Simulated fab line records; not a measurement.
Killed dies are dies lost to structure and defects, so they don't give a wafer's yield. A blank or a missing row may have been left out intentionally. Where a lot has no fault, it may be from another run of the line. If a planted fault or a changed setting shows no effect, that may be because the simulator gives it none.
Comparing a struck lot with a sound one / flow n5Finfet / 36 steps out of a route of 1938
Sound: wafers L736.1, L736.4, L736.6. Struck: wafer L745.5 (left out: L745.3, L745.4 of the same lot, which were not struck); the cause appears at the end.
At each step with rows: each side's tool, then ch and its chambers, then its first start. Under that, the readings that differ: sound wafers / struck wafers / difference of the means / sigmas: that difference in standard deviations of wafers without a fault.
alike: readings with means less than 2 such deviations apart, plus words and numbers identical on both sides. not compared: withheld readings, readings lacking a value on some wafer, bounds such as >300 that could conceal the same value, and numbers that have no deviation in the record and whose values overlap.
Wherever a step has rows on one side only, a row that says differs or no value, or a row with sigmas, the two part there. Non-overlapping numbers with no deviation appear without sigmas and do not part them. A reading missing from all wafers of one side parts the sides only when that side holds two or more wafers.

first, 5 steps without rows for these wafers: N5_BEOL_M4_ANNEAL_91 (time 240 s); N5_BEOL_M4_SPUTTER_92 (material Cu, target thk 4.5 nm, time 8.29 s); N5_BEOL_M4_ANNEAL_93 (time 240 s); N5_BEOL_M4_SPUTTER_94 (material Cu, target thk 4.5 nm, time 8.29 s); N5_BEOL_M4_ANNEAL_95 (time 240 s).
N5_BEOL_M4_SPUTTER_96: material Cu, target thk 4.5 nm, time 8.29 s.
  sound on pvdSputter-02, day 8 06:26; struck on pvdSputter-03, day 10 04:50
  alike: chuckGasFlowSccm, susceptorTempC, throttleValvePct
then, 1 step without rows for these wafers: N5_BEOL_M4_ECD_50 (material Cu, target thk 300 nm).
N5_BEOL_M4_ANNEAL_51: time 90 s.
  sound on rtpAnneal-02 ch 0, day 8 06:39; struck on rtpAnneal-01 ch 0, day 10 05:07
  alike: wafer_temp_C_max
N5_BEOL_M4_CMP_52: polishes, stops on SiOC, t overpolish 6.8 s, target thk 40 nm.
  sound on cmp-01 ch 0,1,3, day 8 07:11; struck on cmp-01 ch 2, day 10 05:20
  alike: barrierFieldEndpointS, headPressurePsi, motorCurrentA, overpolishRunS, platenRpm, timeToEndpointS
N5_BEOL_M4_THK_MEAS_53: measures by xrf.
  sound on filmMetro-01, day 8 07:25; struck on filmMetro-01, day 10 05:38
  alike: M4_THK
then, 2 steps without rows for these wafers: N5_BEOL_M4_PRE_CLEAN_60 (time 15 s); N5_BEOL_M4_CO_CAP_55 (material Co, precursor CCTBA/H2, target thk 2 nm, time 102.1 s).
N5_BEOL_M4_PRE_CLEAN_56: time 15 s.
  sound on pecvd-04 ch 1,2, day 8 07:48; struck on pecvd-04 ch 0,1,2, day 10 05:47
then, 1 step without rows for these wafers: N5_BEOL_M4_DEP_57 (deposits SiCN from 3MS/NH3, target thk 8 nm, time 14 s).
N5_BEOL_M4_RS_MEAS_58: uses a four-point probe to measure.
  sound on filmMetro-01, day 8 07:54; struck on filmMetro-01, day 10 05:53
  alike: M4_RS
N5_BEOL_M4_INSPECT_59: inspects for defects (darkfield).
  sound on defectInspect-02, day 8 07:55; struck on defectInspect-02, day 10 05:55
reading=rawDefectCount; sound=61 88 97; struck=474; difference=+392; sigmas=+16
N5_BEOL_M4_RC_MEAS_101:
  sound on prober-01 ch 0, day 8 07:57; struck on prober-02 ch 0, day 10 06:15
reading=IOFF_P (nA/um); sound=0.22 0.18 0.24; struck=0.13; difference=-0.08; sigmas=-2
reading=ION_P (uA/um); sound=463 462 468; struck=446; difference=-18; sigmas=-2
reading=VT_N (mV); sound=248 251 246; struck=256; difference=+8; sigmas=+2
reading=VT_P (mV); sound=-251 -251 -250; struck=-259; difference=-8; sigmas=-2
  alike: DIBL_N, DIBL_P, IOFF_N, ION_N, SS_N, SS_P
N5_BEOL_M5_ILD_DEP_00: deposits SiCOH lowk from DEMS/porogen, target thk 140.64 nm, time 25.9 s.
  sound on pecvd-04 ch 0,1, day 8 08:55; struck on pecvd-02 ch 1, day 10 06:55
  alike: chamberPressureTorr, heaterPowerW, showerheadPlenumPTorr, susceptorTempC, throttleValvePct
then, 1 step without rows for these wafers: N5_BEOL_M5_CURE_79 (cures SiCOH lowk, time 240 s).
N5_BEOL_M5_THK_MEAS_01:
  sound on filmMetro-02, day 8 09:29; struck on filmMetro-02, day 10 07:29
  alike: M5_ILD_THK
then, 1 step without rows for these wafers: N5_BEOL_M5_PECVD_70 (deposits SiO2 from TEOS/O2, target thk 16 nm, time 18 s).
N5_BEOL_M5_HM_DEP_02: deposits TiN, target thk 20 nm.
  sound on pvdSputter-03, day 8 10:29; struck on pvdSputter-03, day 10 08:16
  alike: susceptorTempC, throttleValvePct
then, 9 steps without rows for these wafers: N5_BEOL_M5_COAT_59 (time 60 s, resist thk 60 nm); N5_BEOL_M5_COAT_60 (time 60 s, resist thk 12 nm); N5_BEOL_M5_COAT_71 (time 60 s, resist thk 5 nm); N5_BEOL_M5_COAT_05 (resist thk 30 nm); N5_BEOL_M5_EBR_07; N5_BEOL_M5_SOFTBAKE_06 (time 60 s); N5_BEOL_M5_EXPOSE_08 (exposes mask M5, target cd 28 nm); N5_BEOL_M5_PEB_09 (peb time 60 s); N5_BEOL_M5_DEVELOP_10 (develop time 30 s).
N5_BEOL_M5_CD_MEAS_11: target cd 27.74 nm.
  sound on cdSem-03 ch 0, day 8 10:53; struck on cdSem-01 ch 0, day 10 08:40
  alike: cdNm
N5_BEOL_M5_OVL_MEAS_12:
  sound on overlay-01 ch 0, day 8 10:55; struck on overlay-02 ch 0, day 10 08:42
  alike: M5_OVL
N5_BEOL_M5_INSPECT_13: inspects for defects (brightfield).
  sound on defectInspect-02, day 8 10:58; struck on defectInspect-02, day 10 08:44
reading=rawDefectCount; sound=301 428 335; struck=879; difference=+524; sigmas=+7
then, 1 step without rows for these wafers: N5_BEOL_M5_DESCUM_16 (chemistry O2, time 7 s).
-- a jump in the record: the struck wafers' starts before and after are 4 days apart (it breaks off in module BEOL_M5 and resumes in module PASSIVATION, where the first step shown is number 1936 of the route) --
N5_PASSIVATION_PROBE_49:
  the record has rows for the struck wafers here (prober-01, day 14 14:47) and none for the sound ones

== WHERE THEY PART ==
At N5_BEOL_M4_INSPECT_59 first; at N5_PASSIVATION_PROBE_49 last (within this record only).

WHY: the cause the simulator had injected
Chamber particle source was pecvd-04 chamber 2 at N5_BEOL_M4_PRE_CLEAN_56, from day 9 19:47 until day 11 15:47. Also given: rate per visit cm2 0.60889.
